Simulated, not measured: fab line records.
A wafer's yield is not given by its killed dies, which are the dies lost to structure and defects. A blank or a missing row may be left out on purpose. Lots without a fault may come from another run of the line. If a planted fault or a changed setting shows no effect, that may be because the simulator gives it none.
Which of the tools did it? + flow n5-finfet + 72 wafers from 24 lots sampled at 3 of the route's 1938 steps

== WHAT THE GAUGES SHOWED, per wafer ==
N5_BEOL_M4_THK_MEAS_01. Usual: M4_ILD_THK typically reads 79.2 nm, with standard deviation 0.95.
| lot  | measured     | on            | M4_ILD_THK (nm) | flag |
|------|--------------|---------------|-----------------|------|
| L074 | day 7 16:40  | film-metro-02 | 77.4 79.4 78.5  |      |
| L075 | day 7 18:29  | film-metro-01 | 78.2 80.3 79.9  |      |
| L077 | day 7 22:14  | film-metro-02 | 79.6 79.2 78.7  |      |
| L076 | day 8 01:25  | film-metro-02 | 78.2 78.6 80.7  |      |
| L078 | day 8 05:58  | film-metro-02 | 78.3 80.5 79.0  |      |
| L079 | day 8 12:43  | film-metro-01 | 79.8 80.1 80.3  |      |
| L080 | day 8 23:17  | film-metro-02 | 78.8 79.7 78.5  |      |
| L081 | day 9 03:13  | film-metro-02 | 78.2 77.7 78.6  |      |
| L082 | day 9 09:28  | film-metro-02 | 80.0 79.8 80.0  |      |
| L083 | day 9 11:56  | film-metro-02 | 77.7 78.6 77.9  |      |
| L084 | day 10 03:16 | film-metro-02 | 78.5 79.4 80.0  |      |
| L085 | day 10 07:50 | film-metro-02 | 78.8 79.7 80.8  |      |
| L086 | day 10 13:11 | film-metro-01 | 78.6 80.3 79.7  |      |
| L088 | day 10 16:50 | film-metro-02 | 79.7 78.2 79.6  |      |
| L087 | day 10 20:07 | film-metro-02 | 78.1 78.6 80.2  |      |
| L089 | day 11 08:26 | film-metro-01 | 78.1 79.5 80.9  |      |
| L090 | day 11 17:02 | film-metro-02 | 77.9 79.0 80.0  |      |
| L091 | day 11 21:18 | film-metro-02 | 78.8 79.1 79.3  |      |
| L092 | day 12 03:23 | film-metro-02 | 78.8 80.0 80.8  |      |
| L093 | day 12 04:37 | film-metro-02 | 79.9 80.8 79.9  |      |
| L094 | day 12 12:36 | film-metro-02 | 78.5 78.2 77.8  |      |
| L096 | day 13 00:43 | film-metro-02 | 79.0 81.0 80.4  |      |
| L095 | day 13 04:33 | film-metro-01 | 78.8 78.6 78.2  |      |
| L097 | day 13 13:09 | film-metro-01 | 80.6 80.3 79.8  |      |

N5_BEOL_M4_CD_MEAS_11: target cd 16.79 nm. Usual: cd-nm at 16.79 nm, with a standard deviation of 0.22.
| lot  | measured     | on        | cd-nm (nm)        | flag |
|------|--------------|-----------|-------------------|------|
| L074 | day 7 18:36  | cd-sem-01 | 16.95 16.82 16.80 |      |
| L075 | day 7 21:40  | cd-sem-02 | 17.02 16.88 16.94 |      |
| L077 | day 8 01:10  | cd-sem-02 | 16.78 16.87 16.71 |      |
| L076 | day 8 02:32  | cd-sem-02 | 16.87 16.96 16.76 |      |
| L078 | day 8 07:54  | cd-sem-02 | 17.03 16.55 16.78 |      |
| L079 | day 8 14:16  | cd-sem-02 | 16.13 16.21 16.50 |      |
| L080 | day 9 00:09  | cd-sem-02 | 16.95 16.70 16.86 |      |
| L081 | day 9 04:13  | cd-sem-03 | 16.94 16.88 16.97 |      |
| L082 | day 9 10:55  | cd-sem-02 | 16.96 16.59 16.88 |      |
| L083 | day 9 13:37  | cd-sem-01 | 16.51 16.67 16.84 |      |
| L084 | day 10 04:25 | cd-sem-01 | 16.81 16.82 16.81 |      |
| L085 | day 10 09:11 | cd-sem-02 | 16.82 17.03 16.64 |      |
| L086 | day 10 13:50 | cd-sem-03 | 17.04 16.74 16.83 |      |
| L088 | day 10 17:21 | cd-sem-02 | 16.57 16.77 16.90 |      |
| L087 | day 10 20:46 | cd-sem-03 | 17.23 16.81 16.72 |      |
| L089 | day 11 10:42 | cd-sem-01 | 16.88 16.82 16.97 |      |
| L090 | day 11 18:02 | cd-sem-03 | 17.10 16.75 16.78 |      |
| L091 | day 11 22:46 | cd-sem-02 | 16.91 16.64 16.74 |      |
| L092 | day 12 04:14 | cd-sem-03 | 16.46 16.66 16.68 |      |
| L093 | day 12 05:59 | cd-sem-02 | 16.53 17.18 16.89 |      |
| L094 | day 12 13:14 | cd-sem-01 | 17.12 16.85 17.18 |      |
| L096 | day 13 05:43 | cd-sem-01 | 16.75 16.94 16.85 |      |
| L095 | day 13 05:46 | cd-sem-03 | 17.01 16.72 16.82 |      |
| L097 | day 13 14:05 | cd-sem-01 | 16.71 16.68 17.04 |      |

N5_BEOL_M4_OVL_MEAS_12. Usual: M4_OVL typically reads -0.5 nm, with standard deviation 0.66.
| lot  | measured     | on         | M4_OVL (nm)    | flag |
|------|--------------|------------|----------------|------|
| L074 | day 7 18:38  | overlay-01 | -0.3 -0.2 0.0  |      |
| L075 | day 7 21:42  | overlay-01 | -1.2 -1.3 -0.9 |      |
| L077 | day 8 01:12  | overlay-02 | -1.1 -1.5 -0.5 |      |
| L076 | day 8 02:35  | overlay-01 | -0.2 -0.5 -1.2 |      |
| L078 | day 8 07:56  | overlay-02 | -0.9 -0.2 -0.8 |      |
| L079 | day 8 14:18  | overlay-01 | -1.3 -1.5 -1.0 |      |
| L080 | day 9 00:11  | overlay-01 | -0.6 -1.8 -0.9 |      |
| L081 | day 9 04:15  | overlay-01 | -0.7 -0.8 -1.8 |      |
| L082 | day 9 10:58  | overlay-02 | -0.1 -0.7 0.3  |      |
| L083 | day 9 13:39  | overlay-02 | -0.1 0.0 -0.9  |      |
| L084 | day 10 04:26 | overlay-02 | 0.7 -0.3 0.3   |      |
| L085 | day 10 09:13 | overlay-01 | -0.8 -0.8 -1.0 |      |
| L086 | day 10 13:52 | overlay-02 | 0.8 -0.2 0.1   |      |
| L088 | day 10 17:23 | overlay-01 | -0.7 0.1 -0.3  |      |
| L087 | day 10 20:49 | overlay-01 | -1.2 -1.8 -1.3 |      |
| L089 | day 11 10:44 | overlay-02 | -0.3 -0.5 0.1  |      |
| L090 | day 11 18:05 | overlay-02 | -0.6 0.0 -0.1  |      |
| L091 | day 11 22:48 | overlay-02 | -0.9 -0.7 -0.8 |      |
| L092 | day 12 04:16 | overlay-02 | 0.5 0.2 0.8    |      |
| L093 | day 12 06:01 | overlay-01 | -0.5 0.4 0.1   |      |
| L094 | day 12 13:16 | overlay-01 | -0.6 0.1 -0.5  |      |
| L096 | day 13 05:46 | overlay-01 | 0.2 0.5 0.4    |      |
| L095 | day 13 05:48 | overlay-02 | -1.2 -0.1 -0.9 |      |
| L097 | day 13 14:08 | overlay-01 | 0.2 0.3 0.2    |      |

== EACH LOT AND THE TOOL THAT RAN IT (in order: tool; ch and the chambers of the sampled wafers; start) ==
There is no process step in the record ahead of these readings.

== WHAT THE TOOLS THEMSELVES READ (means of the sampled wafers that have a number; where no wafer has one, the mark that the record gives instead) ==
The record holds no such reading with a usual standard deviation.

== THE ANSWER, worked out from the rows above alone ==
Rule: a lot is off if the mean of its wafers that have a number lies more than 3 standard deviations from the usual mean. Also off: a lot with no number at a reading for which 4 or more lots have one. All remaining lots with rows at the step are treated as sound. Order of review: gauges by route order, followed by the tools' own readings, for which a lot's mean as printed above is used. The first step at which some lot is off is used, and at that step the reading that is off furthest; a lot without a number counts as furthest.
Nothing can be told from this: no lot is off at any reading shown.

== WHAT THE SIMULATOR HAD PUT IN ==
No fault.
